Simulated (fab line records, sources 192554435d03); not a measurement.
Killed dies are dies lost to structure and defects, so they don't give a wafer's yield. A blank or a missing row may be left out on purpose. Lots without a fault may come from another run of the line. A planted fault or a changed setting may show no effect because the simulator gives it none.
Chamber matching | flow n5_finfet | N5_HKMG_FIN_ETCH_67 on rie_diel-04: 4 sister chambers
The step etches SOC in N2/H2, stops on TiN, target depth 388.9 nm. 16 wafers are shown with their chamber, then 8 later ones without.

WAFERS WITH THEIR CHAMBER
wafer  | chamber | drypump_motor_current_A (A) | throttle_valve_pct (%) | showerhead_plenum_p_Torr (Torr)
L076.3 | 1       | 6.0                         | 17.30                  | 2.60
L076.5 | 0       | 5.4                         | 17.51                  | 2.59
L076.6 | 3       | 5.6                         | 17.79                  | 2.61
L078.1 | 1       | 6.0                         | 17.30                  | 2.60
L078.4 | 0       | 5.5                         | 17.55                  | 2.59
L078.5 | 0       | 5.4                         | 17.55                  | 2.59
L081.3 | 3       | 5.6                         | 17.82                  | 2.61
L081.5 | 0       | 5.4                         | 17.55                  | 2.59
L081.6 | 3       | 5.6                         | 17.83                  | 2.61
L084.1 | 0       | 5.5                         | 17.57                  | 2.58
L084.2 | 2       | 5.9                         | 17.99                  | 2.58
L084.6 | 1       | 6.0                         | 17.34                  | 2.59
L085.3 | 0       | 5.5                         | 17.57                  | 2.58
L085.5 | 2       | 5.9                         | 17.99                  | 2.58
L085.6 | 0       | 5.4                         | 17.56                  | 2.58
L087.1 | 3       | 5.6                         | 17.39                  | 2.60

SIGNATURES (means of the wafers above)
reading                  | chamber 0 | chamber 1 | chamber 2 | chamber 3 | scatter within a chamber
drypump_motor_current_A  | 5.443     | 6.000     | 5.900     | 5.600     | 0.0378
throttle_valve_pct       | 17.5514   | 17.3133   | 17.9900   | 17.7075   | 0.108
showerhead_plenum_p_Torr | 2.5857    | 2.5967    | 2.5800    | 2.6075    | 0.00511
Rule: a wafer's distance from a chamber is the root of the sum, over the readings, of the square of ((its reading less the chamber's mean) divided by the reading's scatter). The wafer belongs to the nearest chamber; if the next one is less than 2 further off, it can't be placed. The scatter: the root of (the sum of the squares of (reading less its chamber's mean) over the shown wafers, divided by (wafers less chambers)).

WAFERS WITHOUT THEIR CHAMBER
wafer  | drypump_motor_current_A (A) | throttle_valve_pct (%) | showerhead_plenum_p_Torr (Torr)
L087.2 | 5.4                         | 17.58                  | 2.58
L087.3 | 5.9                         | 18.01                  | 2.57
L089.1 | 6.0                         | 17.36                  | 2.59
L089.4 | 5.4                         | 17.60                  | 2.58
L089.6 | 6.0                         | 17.35                  | 2.59
L094.1 | 5.4                         | 17.58                  | 2.58
L094.3 | 5.6                         | 17.40                  | 2.60
L094.4 | 6.0                         | 17.38                  | 2.58

WHICH CHAMBER EACH WENT THROUGH
wafer  | from the rows above     | in truth
L087.2 | 0                       | 0
L087.3 | 2                       | 2
L089.1 | 1                       | 1
L089.4 | 0                       | 0
L089.6 | 1                       | 1
L094.1 | 0                       | 0
L094.3 | can't be placed: 3 or 0 | 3
L094.4 | 1                       | 1
Placed correctly: 7 of 8. Can't be placed from these rows: 1 (the true chamber is among the candidates in 1). Placed wrongly: 0.
